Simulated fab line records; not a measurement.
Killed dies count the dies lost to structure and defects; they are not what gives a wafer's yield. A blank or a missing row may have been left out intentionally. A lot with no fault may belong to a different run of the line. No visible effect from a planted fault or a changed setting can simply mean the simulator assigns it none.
Matching of chambers	flow n5Finfet	N5_BEOL_M6_STRIP_36 on rieDiel-04: 4 sister chambers
The step strips in N2/H2. 8 wafers are shown with their chamber, then 9 later ones without.

== WAFERS PAIRED WITH THEIR CHAMBERS ==
wafer	chamber	drypumpMotorCurrentA (A)	showerheadPlenumPTorr (Torr)
L084.6	0	4.9	2.44
L091.4	2	6.8	2.49
L091.6	3	5.8	2.49
L092.3	2	6.8	2.49
L092.6	1	5.7	2.40
L094.3	1	5.7	2.40
L094.5	0	5.0	2.43
L094.6	3	5.8	2.49

== WAFERS MISSING THEIR CHAMBER ==
wafer	drypumpMotorCurrentA (A)	showerheadPlenumPTorr (Torr)
L093.1	5.8	2.49
L093.3	5.7	2.40
L093.5	5.7	2.40
L095.2	4.9	2.42
L095.4	5.7	2.40
L095.5	5.0	2.42
L096.3	5.0	2.42
L096.4	6.8	2.49
L096.5	5.7	2.40

== CHAMBER TAKEN BY EACH ==
wafer	from the rows above	in truth
L093.1	3	3
L093.3	1	1
L093.5	1	1
L095.2	0	0
L095.4	1	1
L095.5	0	0
L096.3	0	0
L096.4	2	2
L096.5	1	1
9 of 9 placed correctly. Left unplaced by these rows: 0. Placed wrongly: 0.
How it was worked out, from the rows above alone: a wafer's distance from a chamber is the root of the sum, over the readings, of the square of ((its reading less the chamber's mean) divided by the reading's scatter). The wafer belongs to the nearest chamber; if the next one is less than 2 further off, it can't be placed. The mean given for a chamber averages the wafers shown for that chamber. How the scatter is found: for the shown wafers, subtract from each reading the mean of its chamber, square and add these, divide the total by (wafers less chambers), then take the root.
